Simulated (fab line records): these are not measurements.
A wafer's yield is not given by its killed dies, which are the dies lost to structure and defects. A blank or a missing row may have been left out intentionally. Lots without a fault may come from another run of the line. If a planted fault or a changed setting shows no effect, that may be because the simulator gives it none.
Matching of chambers || flow n5_finfet || N5_MIM_BOT_ETCH_STRIP_01 on rie_diel-06: 4 sister chambers
The step strips in O2. 8 wafers are shown with their chamber, then 7 later ones without.

EACH WAFER AND ITS CHAMBER
{"wafer": "L856.2", "chamber": 2, "drypump_motor_current_A (A)": 6.9, "throttle_valve_pct (%)": 17.22}
{"wafer": "L853.1", "chamber": 1, "drypump_motor_current_A (A)": 5.7, "throttle_valve_pct (%)": 16.98}
{"wafer": "L853.2", "chamber": 3, "drypump_motor_current_A (A)": 5.4, "throttle_valve_pct (%)": 16.58}
{"wafer": "L863.1", "chamber": 1, "drypump_motor_current_A (A)": 5.7, "throttle_valve_pct (%)": 16.97}
{"wafer": "L863.4", "chamber": 3, "drypump_motor_current_A (A)": 5.4, "throttle_valve_pct (%)": 16.60}
{"wafer": "L863.5", "chamber": 0, "drypump_motor_current_A (A)": 5.8, "throttle_valve_pct (%)": 16.90}
{"wafer": "L862.1", "chamber": 2, "drypump_motor_current_A (A)": 6.8, "throttle_valve_pct (%)": 17.18}
{"wafer": "L862.4", "chamber": 0, "drypump_motor_current_A (A)": 5.7, "throttle_valve_pct (%)": 16.91}

WAFERS MISSING THEIR CHAMBER
{"wafer": "L862.6", "drypump_motor_current_A (A)": 6.8, "throttle_valve_pct (%)": 17.24}
{"wafer": "L866.1", "drypump_motor_current_A (A)": 5.8, "throttle_valve_pct (%)": 17.00}
{"wafer": "L866.4", "drypump_motor_current_A (A)": 5.4, "throttle_valve_pct (%)": 16.61}
{"wafer": "L866.6", "drypump_motor_current_A (A)": 5.8, "throttle_valve_pct (%)": 16.99}
{"wafer": "L867.1", "drypump_motor_current_A (A)": 5.8, "throttle_valve_pct (%)": 16.98}
{"wafer": "L867.5", "drypump_motor_current_A (A)": 5.8, "throttle_valve_pct (%)": 16.94}
{"wafer": "L867.6", "drypump_motor_current_A (A)": 5.8, "throttle_valve_pct (%)": 16.99}

CHAMBER TAKEN BY EACH
{"wafer": "L862.6", "from the rows above": 2, "in truth": 2}
{"wafer": "L866.1", "from the rows above": 1, "in truth": 1}
{"wafer": "L866.4", "from the rows above": 3, "in truth": 3}
{"wafer": "L866.6", "from the rows above": 1, "in truth": 1}
{"wafer": "L867.1", "from the rows above": 1, "in truth": 1}
{"wafer": "L867.5", "from the rows above": "can't be placed: 0 or 1", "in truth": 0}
{"wafer": "L867.6", "from the rows above": 1, "in truth": 1}
6 of 7 placed correctly. Can't be placed from these rows: 1 (the true chamber is among the candidates in 1). Wrongly placed: 0.
How it was worked out, from the rows above alone: a wafer's distance from a chamber is the root of the sum, over the readings, of the square of ((its reading less the chamber's mean) divided by the reading's scatter). If the next closest chamber is less than 2 further off than the closest, the wafer can't be placed; otherwise it belongs to the closest. The mean given for a chamber averages the wafers shown for that chamber. The scatter: take each reading less its chamber's mean, square it, sum over the shown wafers, divide by the number of wafers less the number of chambers, and take the root.
